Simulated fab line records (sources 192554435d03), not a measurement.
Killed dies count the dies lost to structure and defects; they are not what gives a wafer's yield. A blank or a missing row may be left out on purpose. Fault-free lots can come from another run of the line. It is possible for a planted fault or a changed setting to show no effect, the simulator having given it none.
A struck lot beside a sound one :: flow n5-finfet :: 41 out of 1938 route steps
Sound: these wafers, L821.1, L821.2, L821.6. Struck: wafers L833.3, L833.4, L833.6. The cause is named last.
For every step that has rows: the tool of each side, followed by ch and its chambers, followed by its first start. Under that, the readings that differ: sound wafers :: struck wafers :: difference of the means :: sigmas: that difference in standard deviations of wafers without a fault.
alike: same words and numbers on both sides, and readings whose means sit less than 2 such deviations apart. not compared: any withheld reading, any reading some wafer has no value for, any bound like >300 that may hide the same value, and any number with overlapping values for which the record gives no deviation.
Wherever a step has rows on one side only, a row that says differs or no value, or a row with sigmas, the two part there. Numbers that have no deviation but don't overlap get no sigmas and don't part them. Lack of a reading on every wafer of one side parts them only where that side has two or more wafers.

first, 2 steps without rows for these wafers: N5_BEOL_M2_PRECLEAN_42 (cleans in residue remover, time 60 s); N5_BEOL_M2_SRD_43 (time 30 s).
N5_BEOL_M2_CD_MEAS_35: target cd 18 nm, target cd y 22.2 nm.
  sound on cd-sem-01 at day 6 18:52; struck on cd-sem-02 at day 9 15:44
  alike: cd-nm
then, 6 steps without rows for these wafers: N5_BEOL_M2_DEGAS_44 (time 60 s); N5_BEOL_M2_PRE_CLEAN_45 (time 30 s); N5_BEOL_M2_ALD_84 (deposits TaN, pulse time 2 s, purge time 3 s, co reactant purge time 2 s); N5_BEOL_M2_SURFACE_TREAT_85; N5_BEOL_M2_CVD_47 (deposits Co from CCTBA/H2, target thk 3 nm, time 223.8 s); N5_BEOL_M2_SPUTTER_48 (material Cu, target thk 4.5 nm, time 8.29 s).
N5_BEOL_M2_ANNEAL_49: time 240 s.
  sound on pvd-sputter-03 at day 6 20:10; struck on pvd-sputter-03 at day 9 17:33
  alike: heater-power-w
then, 2 steps without rows for these wafers: N5_BEOL_M2_SPUTTER_79 (material Cu, target thk 4.5 nm, time 8.29 s); N5_BEOL_M2_ANNEAL_80 (time 240 s).
N5_BEOL_M2_SPUTTER_81: material Cu, target thk 4.5 nm, time 8.29 s.
  sound on pvd-sputter-03 at day 6 20:32; struck on pvd-sputter-03 at day 9 17:55
  alike: throttle-valve-pct
N5_BEOL_M2_ANNEAL_82: time 240 s.
  sound on pvd-sputter-03 at day 6 20:37; struck on pvd-sputter-03 at day 9 17:59
  alike: heater-power-w
then, 6 steps without rows for these wafers: N5_BEOL_M2_SPUTTER_86 (material Cu, target thk 4.5 nm, time 8.29 s); N5_BEOL_M2_ANNEAL_87 (time 240 s); N5_BEOL_M2_SPUTTER_88 (material Cu, target thk 4.5 nm, time 8.29 s); N5_BEOL_M2_ANNEAL_89 (time 240 s); N5_BEOL_M2_SPUTTER_90 (material Cu, target thk 4.5 nm, time 8.29 s); N5_BEOL_M2_ANNEAL_91 (time 240 s).
N5_BEOL_M2_SPUTTER_92: material Cu, target thk 4.5 nm, time 8.29 s.
  sound on pvd-sputter-03 at day 6 21:25; struck on pvd-sputter-03 at day 9 18:47
  alike: throttle-valve-pct
then, 5 steps without rows for these wafers: N5_BEOL_M2_ANNEAL_93 (time 240 s); N5_BEOL_M2_SPUTTER_94 (material Cu, target thk 4.5 nm, time 8.29 s); N5_BEOL_M2_ANNEAL_95 (time 240 s); N5_BEOL_M2_SPUTTER_96 (material Cu, target thk 4.5 nm, time 8.29 s); N5_BEOL_M2_ECD_50 (material Cu, target thk 300 nm).
N5_BEOL_M2_ANNEAL_51: time 90 s.
  sound on rtp-anneal-02 ch 0, day 6 22:02; struck on rtp-anneal-02 ch 0, day 9 19:31
  alike: wafer_temp_C_max
then, 2 steps without rows for these wafers: N5_BEOL_M2_CMP_52 (polishes, stops on SiOC, t overpolish 6.8 s, target thk 40 nm); N5_BEOL_M2_PRE_CLEAN_60 (time 15 s).
N5_BEOL_M2_CO_CAP_55: material Co, precursor CCTBA/H2, target thk 2 nm, time 102.1 s.
  sound on cvd-co-01 ch 0,2, day 6 22:43; struck on cvd-co-02 ch 0,1,2, day 9 20:06
  alike: heater-power-w
then, 2 steps without rows for these wafers: N5_BEOL_M2_PRE_CLEAN_56 (time 15 s); N5_BEOL_M2_DEP_57 (deposits SiCN from 3MS/NH3, target thk 8 nm, time 14 s).
N5_BEOL_M2_RS_MEAS_58: measures by four-point-probe.
  sound on film-metro-01 at day 6 22:53; struck on film-metro-01 at day 9 20:17
  alike: M2_RS
then, 1 step without rows for these wafers: N5_BEOL_M3_ILD_DEP_00 (deposits SiOC from DEMS/O2, target thk 79 nm, time 15.3 s).
N5_BEOL_M3_THK_MEAS_01:
  sound on film-metro-01 at day 6 23:02; struck on film-metro-01 at day 9 20:25
  alike: M3_ILD_THK
then, 5 steps without rows for these wafers: N5_BEOL_M3_PECVD_72 (deposits SiO2 from TEOS/O2, target thk 16 nm, time 18 s); N5_BEOL_M3_HM_DEP_02 (deposits TiN, target thk 20 nm); N5_BEOL_M3_COAT_61 (time 60 s, resist thk 60 nm); N5_BEOL_M3_COAT_62 (time 60 s, resist thk 12 nm); N5_BEOL_M3_COAT_73 (time 60 s, resist thk 5 nm).
-- here the record skips 5 days between the struck wafers' starts before and after, leaving off in module BEOL_M3 and picking up in module PASSIVATION (first step shown: number 1936 of the route) --
N5_PASSIVATION_PROBE_49:
  sound on prober-02 at day 11 21:44; struck on prober-01 at day 14 15:35
reading: defect-limited-yield (%)
sound: 92.1 91.5 91.2
struck: 85.0 85.2 84.8
difference: -6.6
sigmas: -4

reading: killed_at_M0_to_M3
sound: 46 38 44
struck: 130 125 122
difference: +83
sigmas: +8

reading: killed-dies
sound: 93 100 104
struck: 177 175 179
difference: +78
sigmas: +4

reading: killed-on-rim
sound: 16 15 16
struck: 23 31 27
difference: +11
sigmas: +3

reading: killed-short
sound: 35 45 39
struck: 22 31 21
difference: -15
sigmas: -2

reading: sort_bin_5_function (%)
sound: 5.1 5.3 5.4
struck: 9.5 9.1 9.7
difference: +4.2
sigmas: +4

reading: sort-n-pass
sound: 1087 1080 1076
struck: 1003 1005 1001
difference: -78
sigmas: -4

reading: sort-yield-pct (%)
sound: 92.1 91.5 91.2
struck: 85.0 85.2 84.8
difference: -6.6
sigmas: -4
  alike: killed_at_M4_up, killed-at-contacts, killed-at-front-end, killed-at-other, killed-open, sort_bin_6_memory

## WHERE THEY PART
Only at N5_PASSIVATION_PROBE_49, as far as this record shows.

WHY: the cause the simulator had injected
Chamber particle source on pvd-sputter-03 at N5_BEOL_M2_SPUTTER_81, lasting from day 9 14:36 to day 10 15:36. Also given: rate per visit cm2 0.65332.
